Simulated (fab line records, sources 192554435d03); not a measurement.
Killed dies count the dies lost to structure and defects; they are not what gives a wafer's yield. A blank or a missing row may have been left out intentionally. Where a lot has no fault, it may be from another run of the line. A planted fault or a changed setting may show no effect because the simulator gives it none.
3 desks, one fault    flow n5Finfet    each desk holds nothing but its own numbers, with what lay behind them at the end

## THE DEFECT DESK
Per lot, the means of the sampled wafers with a number show what the inspections along the route counted. A lot is out of limits, marked OUT, if its mean lies more than 4 standard deviations from the usual mean; the brackets give that distance.
Columns: A = rawDefectCount at N5_WELL_APT_INSPECT_10, usual 2.0
lot   first seen here  A
L989  day 1 19:44      2.0
L990  day 2 01:44      2.0
L991  day 2 07:44      3.3
L992  day 2 13:47      2.7
L994  day 3 01:44      1.0
L997  day 3 19:47      2.0
L998  day 4 01:46      1.3
L100  day 4 13:44      1.7
L107  day 6 07:37      3.0
L109  day 6 19:55      2.3
Finding of this desk: none of the 10 lots has anything out of limits.

## DESK OF THE TOOL OWNER: krfScanner-01
The tool's own readings at N5_ZERO_LAYER_EXPOSE_08 (exposes mask ZERO, defocus 0 nm, target cd 2000 nm): means of the sampled wafers that have a number, for each lot that ran on this tool. A lot is out of limits, marked OUT, if its mean lies more than 4 standard deviations from the usual mean; the brackets give that distance.
Columns: A = exposureDoseMJCm2 at N5_ZERO_LAYER_EXPOSE_08, usual 16.193
lot   first seen here  A
L989  day 1 18:36      16.201
L994  day 3 00:36      16.167
L997  day 3 18:38      16.177
L100  day 4 12:36      16.181
L107  day 6 06:28      16.544 (+21) OUT
L109  day 6 18:37      16.466 (+16) OUT
Finding of this desk: L107, L109 out of limits; the first was L107 at day 6 06:28, on exposureDoseMJCm2 at N5_ZERO_LAYER_EXPOSE_08. L989, L994, L997, L100 stayed within limits.

## FROM THE METROLOGY DESK
What the gauges read for every lot (on any tool): the sampled wafers with a number, averaged. A lot is out of limits, marked OUT, if its mean lies more than 4 standard deviations from the usual mean; the brackets give that distance. It has 11 readings; the 7 that lie furthest out on some lot are the ones shown.
Columns: A = DIBL_N at N5_BEOL_M4_RC_MEAS_101, usual 36.4 mV/V; B = DIBL_P at N5_BEOL_M4_RC_MEAS_101, usual 36.4 mV/V; C = IOFF_N at N5_BEOL_M4_RC_MEAS_101, usual 0.16 nA/um; D = IOFF_P at N5_BEOL_M4_RC_MEAS_101, usual 0.21 nA/um; E = ION_N at N5_BEOL_M4_RC_MEAS_101, usual 680 uA/um; F = SS_N at N5_BEOL_M4_RC_MEAS_101, usual 71.5 mV/dec; G = VT_N at N5_BEOL_M4_RC_MEAS_101, usual 249 mV
lot   first seen here  A     B     C     D     E    F     G
L989  day 1 19:41      35.2  35.4  0.15  0.20  675  71.6  250
L990  day 2 01:41      36.4  37.9  0.18  0.25  688  71.5  248
L991  day 2 07:41      35.5  36.5  0.18  0.21  693  71.5  247
L992  day 2 13:44      35.4  37.2  0.16  0.19  673  71.7  250
L994  day 3 01:41      35.5  34.5  0.14  0.21  681  71.6  252
L997  day 3 19:43      38.3  39.3  0.19  0.24  693  71.9  248
L998  day 4 01:42      36.4  34.8  0.15  0.21  678  71.8  247
L100  day 4 13:41      35.8  34.6  0.15  0.19  679  71.3  248
L107  day 6 07:34      37.9  35.8  0.19  0.23  685  71.6  248
L109  day 6 19:52      39.6  40.3  0.25  0.28  702  72.4  242
Finding of this desk: none of the 10 lots has anything out of limits.

## TAKEN TOGETHER
The tool owner's desk could have raised an alarm at day 6 06:28, on L107, L109.
The defect desk saw nothing out of limits.
Nothing out of limits was seen by the metrology desk.
The defect desk has L107, L109 on record, within its limits.
The metrology desk holds a record of L107, L109, inside its limits.
All the named lots went through N5_ZERO_LAYER_EXPOSE_08 on krfScanner-01.

## WHAT WAS PUT IN BY THE SIMULATOR
Process parameter drift: krfScanner-01, from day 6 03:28 on, at N5_ZERO_LAYER_EXPOSE_08. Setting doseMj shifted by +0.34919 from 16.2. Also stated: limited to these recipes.
Struck lots among those shown: L107, L109.
Delay in hours, fault start to first out-of-limits reading, by desk: the tool owner's desk at 3.
